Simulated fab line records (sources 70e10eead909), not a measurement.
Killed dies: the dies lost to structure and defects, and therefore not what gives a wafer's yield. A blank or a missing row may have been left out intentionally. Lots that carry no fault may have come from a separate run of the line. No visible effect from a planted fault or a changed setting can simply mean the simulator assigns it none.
Problem report in the 8D (eight disciplines) form, filled by code -- flow nand harc -- the parts of the form that need people (team, actions taken, sign-off) are left out

== 1. THE PROBLEM ==
At NHARC_A_CHANNEL_HOLE_D1_INSPECT_40, raw defect count averages 358 over 9 wafers from 3 lots, while fault-free wafers read 72, standard deviation 28. That puts it +10 standard deviations away from the usual mean.
Seen first at day 14 04:13 on defect inspect-02, wafer L290.2. The record has a number at this step for 36 wafers belonging to 12 lots. The rule behind "out" and "out of limits": a value lying over 4 standard deviations away from the usual mean. The other wafers with a number count as sound.

== 2. WHAT IT IS AND WHAT IT IS NOT ==
question,is,is not
which readings at this step,raw defect count,-
which lots,"L290, L291, L292","L280, L281, L282, L286, L289, L298, L299, L300, L301"
which wafers of those lots,all that have a number,-
read on which gauges,"defect inspect-01, defect inspect-02",-
when,from day 14 04:13,"up to then (15 sound wafers); but 12 sound wafers of L298, L299, L300, L301 came after"

== 3. WHAT RULES OUT EACH SUSPECT ==
Counting: a tool at a process step up to the reading stays a suspect if it ran every lot that is out and no sound lot after the first of them.
- ruled out: the gauge at NHARC_A_CHANNEL_HOLE_D1_INSPECT_40. The wafers that are out were read on 2 gauges (defect inspect-01, defect inspect-02).
- rie diel-07 at NHARC_A_CHANNEL_HOLE_D1_STRIP_43 (strips in O2/COS): ruled out as a lasting fault. Following L290 (day 14 03:10), the first lot on it that is out, the sound lots L298, L299, L300, L301 were run on it.
- rie diel-07 at NHARC_A_CHANNEL_HOLE_D1_STRIP_27 (strips in O2): ruled out as a lasting fault. Following L290 (day 14 04:13), the first lot on it that is out, the sound lots L298, L299, L300, L301 were run on it. NHARC_A_CHANNEL_HOLE_D1_STRIP_27: start missing for some lots; hours and lot order therefore follow NHARC_A_CHANNEL_HOLE_D1_INSPECT_40.
Left after counting: nothing in the record.

== 4. THE CAUSE (what the simulator had put in) ==
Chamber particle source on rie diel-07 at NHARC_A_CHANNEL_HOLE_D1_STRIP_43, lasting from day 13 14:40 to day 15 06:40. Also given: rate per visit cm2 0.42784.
It was ruled out by counting, in error; the rule expects a fault to strike all lots run on its tool from its start on, and this fault did not.

== 5. THE EFFECT CHAIN, in route order ==
Rows list readings where the struck wafers' mean (over those with a number) sits beyond 3 standard deviations from the usual. Scope: only readings with a usual standard deviation given in the record; hours: median across lots of the time from each lot's start at the first step in this table that gives one to its start at this step; sigmas: change in usual standard deviations.
hours,step,reading,usual,on struck wafers,change,sigmas
0,NHARC_A_CHANNEL_HOLE_D1_INSPECT_40,raw defect count,72,358,+286,+10
Later measuring or inspecting steps at which every struck wafer that the step has a row for has a number for every such reading, and none has moved that far: NHARC_END_SORT_01.

== 6. WHAT WOULD HAVE CAUGHT IT SOONER ==
14 hours passed between the start of the fault at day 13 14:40 and the first reading out of limits at a measuring or inspecting step in this record, taken at day 14 04:13.
